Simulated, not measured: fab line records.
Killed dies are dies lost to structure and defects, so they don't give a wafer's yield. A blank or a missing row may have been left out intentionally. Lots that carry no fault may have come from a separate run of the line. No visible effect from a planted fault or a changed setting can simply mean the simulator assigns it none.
fab line records | flow n5Finfet
record: lots: 7 | wafers: 39
route steps=1938 shown HKMG_FIN@406 MOL_CONTACT_COAG@537
startH: hours from the record's first day to the start of the lot's first wafer shown | waitH: time in hours since the lot's previous step | " repeats the value in the row above | L1.1+2: one row covering several wafers at once | - no value present, or no start provided | * or withheld: withheld | < > ~ a bound
route shown NAME@n: names a module that has steps shown in the file, with the first one's number in the route | usual: the fault-free wafers' mean and standard deviation | same: alike in all rows | chamber/n: place in a boat | sites: each site's reading | _std_site: how widely they spread, as a standard deviation | _edge_site: outer sites' mean less inner sites' | radiusMm: how far each site lies from the wafer's centre | mask NAME#n: copy n | behind: tool/chamber where the wafer was last shaped | hold: the reason the lot was held/the length of the hold in hours/how it ended | device: the transistor (n, p or np) that didn't switch | end of line: the route-end tests of the same wafers | step lacking rows: just its recipe | killed: dies lost to structure and defects at the first sort, not the wafer's yield | map: per-die view of a wafer (x killed, . not killed, _ where there is no die)
set.NAME: the run value of the setting; set.NAME@STEP: its run value at that earlier step | model.NAME: the simulator's own value behind a step, which no gauge read
lots whose settings were changed on purpose; a table a step, a row a wafer
== steps ==
step: N5_HKMG_FIN_ETCH_58
recipe: chemistry: N2/H2 | target: SOC | targetDepthA: 2158 | ionEnergyEv: 50 | biasW: 13 | timeS: 741 | pressureMtorr: 30 | sourceW: 875 | n2FlowSccm: 200 | h2FlowSccm: 200
usual: rfVppV: 99.1/1.1
lot.wafer | tool       | chamber | startH | waitH | set.biasW | rfVppV
L077.1    | rieDiel-01 | 0       | 93.03  | 0.0   | 13        | 99.1
L077.2    | "          | 3       | "      | "     | 13        | 99.2
L077.3    | "          | 1       | "      | "     | 13.74     | 103.8
L077.4    | "          | 0       | "      | "     | 13.74     | 103.9
L077.5    | "          | 3       | "      | "     | 13        | 98.8
L077.6    | "          | 1       | "      | "     | 13.74     | 103.2
L079.1    | rieDiel-01 | 1       | 104.73 | 0.0   | 13        | 100.1
L079.2    | "          | 3       | "      | "     | 14.51     | 106.3
L079.3    | "          | 2       | "      | "     | 14.51     | 105.8
L079.4    | "          | 1       | "      | "     | 13        | 99.2
L079.5    | "          | 3       | "      | "     | 14.51     | 105.8
L079.6    | "          | 2       | "      | "     | 13        | 99.7
L083.1    | rieDiel-03 | 3       | 124.62 | 0.0   | 11.71     | 92.3
L083.2    | "          | 1       | "      | "     | 11.71     | 92.7
L083.3    | "          | 2       | "      | "     | 11.71     | 91.4
L083.4    | "          | 1       | "      | "     | 13        | 99.3
L083.5    | "          | 3       | "      | "     | 13        | 98.3
L083.6    | "          | 2       | "      | "     | 13        | 98.2
L088.1    | rieDiel-01 | 1       | 156.57 | 0.0   | 13        | 99.1
L088.2    | "          | 3       | "      | "     | 13        | 98.2
L088.3    | "          | 2       | "      | "     | 13        | 101.2
L088.4    | "          | 0       | "      | "     | 13        | 100.5
L088.5    | "          | 2       | "      | "     | 13        | 99.3
L088.6    | "          | 3       | "      | "     | 13        | 97.3
L092.1    | rieDiel-01 | 3       | 178.69 | 0.0   | 13        | 99.2
L092.2    | "          | 2       | "      | "     | 15.01     | 109.0
L092.3    | "          | 1       | "      | "     | 13        | 100.7
L092.4    | "          | 0       | "      | "     | 13        | 99.0
L092.5    | "          | 2       | "      | "     | 15.01     | 108.9
L092.6    | "          | 3       | "      | "     | 15.01     | 109.0
L095.1    | rieDiel-01 | 1       | 200.91 | 0.0   | 13        | 97.4
L095.2    | "          | 2       | "      | "     | 13        | 100.9
L095.3    | "          | 3       | "      | "     | 13        | 97.1
L095.4    | "          | 0       | "      | "     | 13        | 98.5
L095.5    | "          | 1       | "      | "     | 13        | 99.7
L095.6    | "          | 2       | "      | "     | 13        | 100.5
L096.1    | rieDiel-05 | 2       | 205.11 | 0.0   | 13        | 98.0
L096.3    | "          | 1       | "      | "     | 13        | 98.6
L096.4    | "          | 3       | "      | "     | 13        | 99.6
step: N5_MOL_CONTACT_COAG_ETCH_15
recipe: chemistry: CH3F/O2 | target: SiNx | targetDepthA: 70 | maskMaterial: SOC | stopOn: Si:P | overEtchFrac: 0.75 | ionEnergyEv: 120 | pressureMtorr: 30 | sourceW: 395 | biasW: 73 | Ar_flow_sccm: 150 | CH3F_flow_sccm: 30 | O2_flow_sccm: 20
usual: rfVppV: 294/6
lot.wafer | tool       | chamber | startH | waitH | set.sourceW | rfVppV
L077.1    | rieDiel-05 | 1       | 109.39 | 0.0   | 395         | 290
L077.2    | "          | 2       | "      | "     | 416.3       | 277
L077.3    | "          | 0       | "      | "     | 416.3       | 280
L077.4    | "          | 3       | "      | "     | 395         | 296
L077.5    | "          | 1       | "      | "     | 395         | 291
L077.6    | "          | 0       | "      | "     | 416.3       | 280
L079.1    | rieDiel-03 | 2       | 119.96 | 0.0   | 459.5       | 272
L079.2    | "          | 1       | "      | "     | 395         | 294
L079.3    | "          | 0       | "      | "     | 395         | 295
L079.4    | "          | 3       | "      | "     | 459.5       | 273
L079.5    | "          | 3       | "      | "     | 459.5       | 273
L079.6    | "          | 0       | "      | "     | 395         | 295
L083.1    | rieDiel-05 | 0       | 140.16 | 0.0   | 395         | 288
L083.2    | "          | 1       | "      | "     | 395         | 290
L083.3    | "          | 3       | "      | "     | 395         | 298
L083.4    | "          | 2       | "      | "     | 395         | 285
L083.5    | "          | 1       | "      | "     | 395         | 290
L083.6    | "          | 2       | "      | "     | 395         | 284
L088.1    | rieDiel-03 | 3       | 173.15 | 0.0   | 355.7       | 307
L088.2    | "          | 2       | "      | "     | 355.7       | 307
L088.3    | "          | 1       | "      | "     | 395         | 293
L088.4    | "          | 0       | "      | "     | 395         | 298
L088.5    | "          | 2       | "      | "     | 355.7       | 306
L088.6    | "          | 1       | "      | "     | 395         | 295
L092.1    | rieDiel-05 | 3       | 195.30 | 0.0   | 395         | 297
L092.2    | "          | 2       | "      | "     | 421.1       | 276
L092.3    | "          | 1       | "      | "     | 421.1       | 282
L092.4    | "          | 0       | "      | "     | 421.1       | 278
L092.5    | "          | 2       | "      | "     | 395         | 284
L092.6    | "          | 3       | "      | "     | 395         | 296
L095.1    | rieDiel-05 | 0       | 217.95 | 0.0   | 395         | 288
L095.2    | "          | 3       | "      | "     | 395         | 297
L095.3    | "          | 1       | "      | "     | 395         | 289
L095.4    | "          | 2       | "      | "     | 395         | 286
L095.5    | "          | 0       | "      | "     | 395         | 287
L095.6    | "          | 1       | "      | "     | 395         | 288
L096.1    | rieDiel-01 | 1       | 221.69 | 0.0   | 395         | 306
L096.3    | "          | 0       | "      | "     | 395         | 303
L096.4    | "          | 3       | "      | "     | 395         | 301
== key ==
split: step: N5_HKMG_FIN_ETCH_58 | setting: biasW | stated: 13 | by: wafer
response: step: N5_HKMG_FIN_ETCH_58 | reading: rfVppV | change: +0.609 | per: 1% | r: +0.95
split: step: N5_MOL_CONTACT_COAG_ETCH_15 | setting: sourceW | stated: 395 | by: wafer
response: step: N5_MOL_CONTACT_COAG_ETCH_15 | reading: rfVppV | change: -1.44 | per: 1% | r: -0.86
